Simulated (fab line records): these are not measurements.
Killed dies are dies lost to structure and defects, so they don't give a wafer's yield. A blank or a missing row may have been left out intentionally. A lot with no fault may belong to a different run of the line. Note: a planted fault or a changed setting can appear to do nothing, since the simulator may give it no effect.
Struck lot and sound lot, side by side	flow nand-harc	15 steps out of a route of 1302
Sound: the wafers L749.1, L749.2, L749.5. Wafers struck: L756.1, L756.2, L756.4. The cause is named last.
For every step that has rows: the tool of each side, followed by ch and its chambers, followed by its first start. Under that, the readings that differ: sound wafers	struck wafers	difference of the means	sigmas: that difference in standard deviations of wafers without a fault.
alike: a reading whose means differ by less than 2 such deviations, as well as words and numbers matching on both sides. not compared: withheld readings; readings where some wafer has no value; bounds like >300 that might hide an equal value; numbers whose values overlap and for which the record gives no deviation.
Wherever a step has rows on one side only, a row that says differs or no value, or a row with sigmas, the two part there. Numbers that don't overlap but have no deviation are shown without sigmas and don't part them. Lack of a reading on every wafer of one side parts them only where that side has two or more wafers.

NHARC_A_CONTACT_ETCH_118: etches the open film in C4F8/O2/Ar, time 190 s, target depth 1850 nm.
  sound on har-cap-etch-02 ch 0,1, day 24 01:57; struck on har-cap-etch-01 ch 0,1, day 26 06:14
  alike: chamber-pressure-mTorr, oes-air-line-au
  not compared: rf-hours-counter-h
then, 1 step without rows for these wafers: NHARC_A_CONTACT_ETCH_119 (etches the open film in C4F8/O2/Ar, time 190 s, target depth 1850 nm).
NHARC_A_CONTACT_ETCH_120: etches the open film in C4F8/O2/Ar, time 190 s, target depth 1850 nm.
  sound on har-cap-etch-02 ch 0,1, day 24 02:17; struck on har-cap-etch-01 ch 0,1, day 26 06:35
  alike: chamber-pressure-mTorr, oes-air-line-au
  not compared: rf-hours-counter-h
then, 2 steps without rows for these wafers: NHARC_A_CONTACT_ETCH_121 (etches the open film in C4F8/O2/Ar, time 190 s, target depth 1850 nm); NHARC_A_CONTACT_ETCH_122 (etches the open film in C4F8/O2/Ar, time 190 s, target depth 1850 nm).
NHARC_A_CONTACT_ETCH_123: etches the open film in C4F8/O2/Ar, time 490 s, target depth 2110 nm.
  sound on har-cap-etch-02 ch 0,1, day 24 02:47; struck on har-cap-etch-01 ch 0,1, day 26 07:06
  alike: chamber-pressure-mTorr, oes-air-line-au
  not compared: rf-hours-counter-h
NHARC_A_CONTACT_ETCH_90: etches the open film in CH3F/O2, target depth 40 nm, time 85.7 s.
  sound on rie-diel-11 ch 0,3, day 24 03:47; struck on rie-diel-02 ch 1,2,3, day 26 08:05
  alike: bias-w, ch3f-flow-sccm, drypump-motor-current-A, oes-product-au, rf-vpp-V, showerhead-plenum-p-Torr, throttle-valve-pct
  not compared: rf-hours-counter-h
then, 1 step without rows for these wafers: NHARC_A_CONTACT_ETCH_96 (etches the open film in C4F6/O2, target depth 20 nm, time 10 s).
NHARC_A_CONTACT_CD_MEAS_53:
  sound: cd-sem-02 at day 24 04:02; struck: cd-sem-01 at day 26 08:18
reading	sound	struck	difference	sigmas
cd-nm (nm)	291.2 291.4 291.7	289.7 289.5 289.7	-1.8	-2
then, 3 steps without rows for these wafers: NHARC_A_CONTACT_STRIP_99 (strips in N2/H2); NHARC_A_CONTACT_STRIP_100 (strips in CF4/CHF3); NHARC_A_CONTACT_STRIP_101 (strips in O2/COS).
NHARC_A_CONTACT_ETCH_102: etches the open film in CF4/O2, target depth 100 nm, overetch 10 nm, time 55 s.
  sound on rie-diel-02 ch 1,2, day 24 04:21; struck on rie-diel-02 ch 0,2,3, day 26 08:35
  no value came back on the struck wafers for any of 7 readings (bias-w (W), cf4-flow-sccm (sccm) and others); on the sound wafers bias-w (W) reads 99.8 100.4 100.2
  not compared: rf-hours-counter-h
NHARC_A_CONTACT_STRIP_55: strips in O2.
  sound on rie-diel-02 ch 0,1,2; struck on rie-diel-02 ch 1,2,3, day 26 08:40
  alike: drypump-motor-current-A, oes-product-au, rf-vpp-V, showerhead-plenum-p-Torr, throttle-valve-pct
  not compared: rf-hours-counter-h
after that, 1 step had no rows for these wafers: NHARC_END_SORT_01.

== WHERE THEY PART ==
At NHARC_A_CONTACT_CD_MEAS_53 first; at NHARC_A_CONTACT_ETCH_102 last (within this record only). Later steps at which nothing parts them and some readings are alike: NHARC_A_CONTACT_STRIP_55.

WHY: the cause the simulator had injected
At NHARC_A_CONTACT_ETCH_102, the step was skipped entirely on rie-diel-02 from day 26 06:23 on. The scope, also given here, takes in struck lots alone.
